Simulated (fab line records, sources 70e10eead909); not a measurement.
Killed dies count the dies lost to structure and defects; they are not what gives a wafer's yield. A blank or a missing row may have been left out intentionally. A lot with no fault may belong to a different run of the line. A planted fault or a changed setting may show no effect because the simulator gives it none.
Chamber matching -- flow nand-harc -- rie-diel-04 running NHARC_A_STAIRCASE_ETCH_169: 4 sister chambers
The step etches the open film in CH3F/O2, target depth 50 nm, time 107.1 s. 4 wafers are shown with their chamber, then 8 later ones without.

WAFERS WITH THEIR CHAMBER
wafer,chamber,showerhead-plenum-p-Torr (Torr)
L082.3,1,2.63
L085.4,2,2.42
L085.6,0,2.38
L086.1,3,2.64

WAFERS WITH NO CHAMBER GIVEN
wafer,showerhead-plenum-p-Torr (Torr)
L086.2,2.38
L086.4,2.62
L088.1,2.38
L088.5,2.64
L088.6,2.41
L095.1,2.37
L095.2,2.63
L095.3,2.61

WHICH CHAMBER EACH ONE RAN IN
wafer,from the rows above,in truth
L086.2,0,0
L086.4,can't be placed: 1 or 3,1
L088.1,0,0
L088.5,can't be placed: 3 or 1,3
L088.6,2,2
L095.1,0,0
L095.2,can't be placed: 1 or 3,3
L095.3,can't be placed: 1 or 3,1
Correctly placed: 4 of 8. Cannot be placed on the basis of these rows: 4; the candidates contain the true chamber in 4. 0 placed wrongly.
How it was worked out, from the rows above alone: a wafer's distance from a chamber is the root of the sum, over the readings, of the square of ((its reading less the chamber's mean) divided by the reading's scatter). The wafer belongs to the nearest chamber; if the next one is less than 2 further off, it can't be placed. For every chamber, the mean is computed from those of its wafers that are shown. The scatter (one wafer shown for each chamber): square how far every hidden wafer sits from the nearest shown wafer, average those squares and take the square root.
